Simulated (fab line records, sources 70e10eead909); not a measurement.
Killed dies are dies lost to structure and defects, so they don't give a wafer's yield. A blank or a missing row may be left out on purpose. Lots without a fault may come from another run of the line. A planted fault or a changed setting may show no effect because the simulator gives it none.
Which tool did it? | flow nand_harc | 12 lots, 36 wafers sampled, at 6 steps of a route of 1302

WHAT THE GAUGES READ, wafer by wafer
NHARC_A_BLC_INSPECT_28. Usual: raw_defect_count 482, standard deviation 100.
lot  | measured     | on                | raw_defect_count | flag
L231 | day 23 15:02 | defect_inspect-02 | 524 431 510      |
L233 | day 24 06:07 | defect_inspect-01 | 614 557 533      |
L230 | day 24 12:17 | defect_inspect-01 | 489 555 513      |
L237 | day 26 18:17 | defect_inspect-01 | 6526 6814 6788   | OFF
L238 | day 27 04:40 | defect_inspect-01 | 6723 6784 6740   | OFF
L245 | day 30 06:49 | defect_inspect-02 | 472 429 501      |
L244 | day 30 07:14 | defect_inspect-01 | 731 512 536      |
L246 | day 30 14:46 | defect_inspect-02 | 526 694 398      |
L249 | day 30 21:32 | defect_inspect-02 | 381 382 375      |
L248 | day 30 23:28 | defect_inspect-02 | 544 633 385      |
L250 | day 31 12:30 | defect_inspect-02 | 284 349 362      |
L247 | day 31 14:06 | defect_inspect-02 | 338 350 343      |

NHARC_END_SORT_01. Usual: killed_at_array 52, standard deviation 16; killed_at_other 0.8, standard deviation 1.1; killed_at_periphery 4.2, standard deviation 2.5; killed_dies 57, standard deviation 16; killed_open 3.4, standard deviation 2; killed_short 2.6, standard deviation 1.6.
lot  | measured     | on        | killed_at_array | killed_at_other | killed_at_periphery | killed_dies | killed_open | killed_short | flag
L237 | day 28 12:40 | prober-01 | 672 670 674     | 1 0 1           | 4 7 2               | 677 677 677 | 3 4 3       | 1 2 3        | OFF
L238 | day 28 20:37 | prober-02 | 669 669 671     | 0 1 2           | 8 7 4               | 677 677 677 | 1 5 3       | 1 1 2        | OFF

WHICH TOOL RAN EACH LOT (tool, then ch and the chambers of the sampled wafers, then the start)
lot  | NHARC_A_CONTACT_CVD_19                   | NHARC_A_BLC_ETCH_17                           | NHARC_A_BLC_DEGAS_30         | NHARC_A_BLC_CMP_25
L231 | cvd_w-01 ch 0, day 23 13:38 or earlier   | rie_diel-06 ch 0,3, day 23 13:38 or earlier   | pvd_sputter-02, day 23 13:38 | cmp-01 ch 1,2, day 23 14:37
L233 | cvd_w-02 ch 0,1, day 24 04:44 or earlier | rie_diel-06 ch 0,2, day 24 04:44 or earlier   | pvd_sputter-01, day 24 04:44 | cmp-01 ch 0,1,3, day 24 05:45
L230 | cvd_w-02 ch 0,1, day 24 10:51 or earlier | rie_diel-06 ch 0,2,3, day 24 10:51 or earlier | pvd_sputter-02, day 24 10:51 | cmp-04 ch 1,2,3, day 24 11:53
L237 | cvd_w-01 ch 0,1, day 26 16:52 or earlier | rie_diel-06 ch 0,1,2, day 26 16:52 or earlier | pvd_sputter-02, day 26 16:52 | cmp-02 ch 1,2,3, day 26 17:56
L238 | cvd_w-01 ch 0, day 27 03:17 or earlier   | rie_diel-11 ch 2,3, day 27 03:17 or earlier   | pvd_sputter-01, day 27 03:17 | cmp-01 ch 0,1,2, day 27 04:17
L245 | cvd_w-01 ch 0,1, day 30 05:26 or earlier | rie_diel-09 ch 0,1,3, day 30 05:26 or earlier | pvd_sputter-01, day 30 05:26 | cmp-02 ch 0,2,3, day 30 06:26
L244 | cvd_w-02 ch 0,1, day 30 05:49 or earlier | rie_diel-11 ch 2,3, day 30 05:49 or earlier   | pvd_sputter-02, day 30 05:49 | cmp-02 ch 0,3, day 30 06:50
L246 | cvd_w-02 ch 1, day 30 13:24 or earlier   | rie_diel-06 ch 0,1, day 30 13:24 or earlier   | pvd_sputter-01, day 30 13:24 | cmp-02 ch 0,3, day 30 14:22
L249 | cvd_w-01 ch 0,1, day 30 20:08 or earlier | rie_diel-06 ch 0,3, day 30 20:08 or earlier   | pvd_sputter-01, day 30 20:08 | cmp-02 ch 0,1,3, day 30 21:08
L248 | cvd_w-02 ch 0,1, day 30 22:05 or earlier | rie_diel-06 ch 0,3, day 30 22:05 or earlier   | pvd_sputter-03, day 30 22:05 | cmp-02 ch 1,2,3, day 30 23:07
L250 | cvd_w-02 ch 0,1, day 31 11:07 or earlier | rie_diel-06 ch 2,3, day 31 11:07 or earlier   | pvd_sputter-01, day 31 11:07 | cmp-04 ch 1,2, day 31 12:07
L247 | cvd_w-02 ch 0,1, day 31 12:46 or earlier | rie_diel-09 ch 0,1,2, day 31 12:46 or earlier | pvd_sputter-01, day 31 12:46 | cmp-01 ch 1,2, day 31 13:44
- NHARC_A_CONTACT_CVD_19: deposits W, target thk 300 nm, time 802 s.
- NHARC_A_BLC_ETCH_17: etches the open film in N2/H2, target depth 390 nm, time 609.38 s.
- NHARC_A_BLC_DEGAS_30: time 60 s.
- NHARC_A_BLC_CMP_25: polishes, t overpolish 30 s, target thk 150 nm.

WHAT THE TOOLS THEMSELVES READ (means of the sampled wafers that have a number; where no wafer has one, the mark that the record gives instead)
NHARC_A_CONTACT_CVD_19. Usual: heater_power_w 472 W, standard deviation 39; throttle_valve_pct 8.13 %, standard deviation 0.19.
lot  | tool     | heater_power_w (W) | throttle_valve_pct (%) | flag
L231 | cvd_w-01 | 455                | 8.02                   |
L233 | cvd_w-02 | 453                | 8.16                   |
L230 | cvd_w-02 | 437                | 8.19                   |
L237 | cvd_w-01 | 516                | 8.10                   |
L238 | cvd_w-01 | 456                | 8.12                   |
L245 | cvd_w-01 | 513                | 8.17                   |
L244 | cvd_w-02 | 458                | 8.06                   |
L246 | cvd_w-02 | 507                | 8.11                   |
L249 | cvd_w-01 | 508                | 8.16                   |
L248 | cvd_w-02 | 476                | 8.30                   |
L250 | cvd_w-02 | 452                | 8.17                   |
L247 | cvd_w-02 | 476                | 8.28                   |

NHARC_A_BLC_ETCH_17. Usual: drypump_motor_current_A 5.6 A, standard deviation 0.43; oes_product_au 0.998 a.u., standard deviation 0.0075; rf_fwd_power_W 399.6 W, standard deviation 1.2; rf_vpp_V 430.5 V, standard deviation 2.5; showerhead_plenum_p_Torr 2.04 Torr, standard deviation 0.09; throttle_valve_pct 14.172 %, standard deviation 0.0093.
lot  | tool        | drypump_motor_current_A (A) | oes_product_au (a.u.) | rf_fwd_power_W (W) | rf_vpp_V (V) | showerhead_plenum_p_Torr (Torr) | throttle_valve_pct (%) | flag
L231 | rie_diel-06 | 5.4                         | 1.004                 | 399.1              | 430.2        | 2.02                            | 14.170                 |
L233 | rie_diel-06 | 5.1                         | 0.995                 | 398.8              | 432.1        | 2.12                            | 14.178                 |
L230 | rie_diel-06 | 5.4                         | 0.997                 | 399.4              | 430.7        | 2.06                            | 14.176                 |
L237 | rie_diel-06 | 5.3                         | 0.998                 | 400.3              | 432.4        | 2.10                            | 14.178                 |
L238 | rie_diel-11 | 5.7                         | 0.997                 | 399.6              | 431.7        | 2.06                            | 14.169                 |
L245 | rie_diel-09 | 5.7                         | 1.003                 | 399.6              | 431.5        | 2.10                            | 14.170                 |
L244 | rie_diel-11 | 5.7                         | 0.991                 | 399.2              | 431.1        | 2.06                            | 14.172                 |
L246 | rie_diel-06 | 5.4                         | 1.000                 | 400.0              | 431.7        | 2.06                            | 14.176                 |
L249 | rie_diel-06 | 5.6                         | 0.988                 | 400.2              | 429.6        | 1.99                            | 14.174                 |
L248 | rie_diel-06 | 5.6                         | 0.996                 | 400.1              | 429.1        | 1.99                            | 14.169                 |
L250 | rie_diel-06 | 5.5                         | 0.990                 | 401.3              | 430.2        | 2.02                            | 14.172                 |
L247 | rie_diel-09 | 5.5                         | 0.999                 | 399.2              | 431.9        | 2.07                            | 14.168                 |

NHARC_A_BLC_DEGAS_30. Usual: heater_power_w 453 W, standard deviation 22.
lot  | tool           | heater_power_w (W) | flag
L231 | pvd_sputter-02 | 452                |
L233 | pvd_sputter-01 | 469                |
L230 | pvd_sputter-02 | 481                |
L237 | pvd_sputter-02 | 470                |
L238 | pvd_sputter-01 | 447                |
L245 | pvd_sputter-01 | 446                |
L244 | pvd_sputter-02 | 467                |
L246 | pvd_sputter-01 | 438                |
L249 | pvd_sputter-01 | 428                |
L248 | pvd_sputter-03 | 466                |
L250 | pvd_sputter-01 | 433                |
L247 | pvd_sputter-01 | 443                |

NHARC_A_BLC_CMP_25. Usual: edge_zone_pressure_frac 0.999, standard deviation 0.0044; motor_current_A 11.7 A, standard deviation 0.92; overpolish_run_s 30.000 s, standard deviation 0.0091; time_to_endpoint_s 31.0 s, standard deviation 2.3.
lot  | tool   | edge_zone_pressure_frac | motor_current_A (A) | overpolish_run_s (s) | time_to_endpoint_s (s) | flag
L231 | cmp-01 | 0.998                   | 11.6                | 30.006               | 31.9                   |
L233 | cmp-01 | 0.994                   | 11.7                | 30.004               | 28.6                   |
L230 | cmp-04 | 1.005                   | 11.4                | 29.998               | 32.5                   |
L237 | cmp-02 | -                       | -                   | -                    | -                      | OFF
L238 | cmp-01 | -                       | -                   | -                    | -                      | OFF
L245 | cmp-02 | 1.004                   | 11.5                | 30.006               | 33.3                   |
L244 | cmp-02 | 1.002                   | 12.1                | 29.995               | 31.3                   |
L246 | cmp-02 | 0.997                   | 12.0                | 29.991               | 29.8                   |
L249 | cmp-02 | 1.000                   | 11.9                | 30.001               | 36.4                   |
L248 | cmp-02 | 1.000                   | 12.1                | 29.998               | 33.2                   |
L250 | cmp-04 | 1.000                   | 10.3                | 30.005               | 29.0                   |
L247 | cmp-01 | 0.999                   | 11.9                | 30.003               | 31.2                   |

THE ANSWER, worked out from the rows above alone
Rule: a lot is off if the mean of its wafers that have a number lies more than 3 standard deviations from the usual mean. A lot without any number at a reading at which 4 lots or more have one is off too. The other lots that the step has rows for count as sound. The gauges are gone through in route order, then the tools' own readings, and for those a lot's mean is taken as printed above. The first step at which some lot is off is used, and at that step the reading that is off furthest; a lot without a number counts as furthest.
Off: L237, L238, at NHARC_A_BLC_INSPECT_28 (raw_defect_count).
A tool fits if, at a process step before that reading, it ran every lot that is off, and no sound lot after the first of them. The gauges at NHARC_A_BLC_INSPECT_28 aren't tried: what is off there is off at NHARC_END_SORT_01 too, on other tools, and a gauge's error can't cause that. NHARC_A_CONTACT_CVD_19 gives no start for some lots, so the hours and the order of its lots are those of NHARC_A_BLC_DEGAS_30. NHARC_A_BLC_ETCH_17 gives no start for some lots, so the hours and the order of its lots are those of NHARC_A_BLC_DEGAS_30. None of those tried fits.

WHAT THE SIMULATOR HAD PUT IN
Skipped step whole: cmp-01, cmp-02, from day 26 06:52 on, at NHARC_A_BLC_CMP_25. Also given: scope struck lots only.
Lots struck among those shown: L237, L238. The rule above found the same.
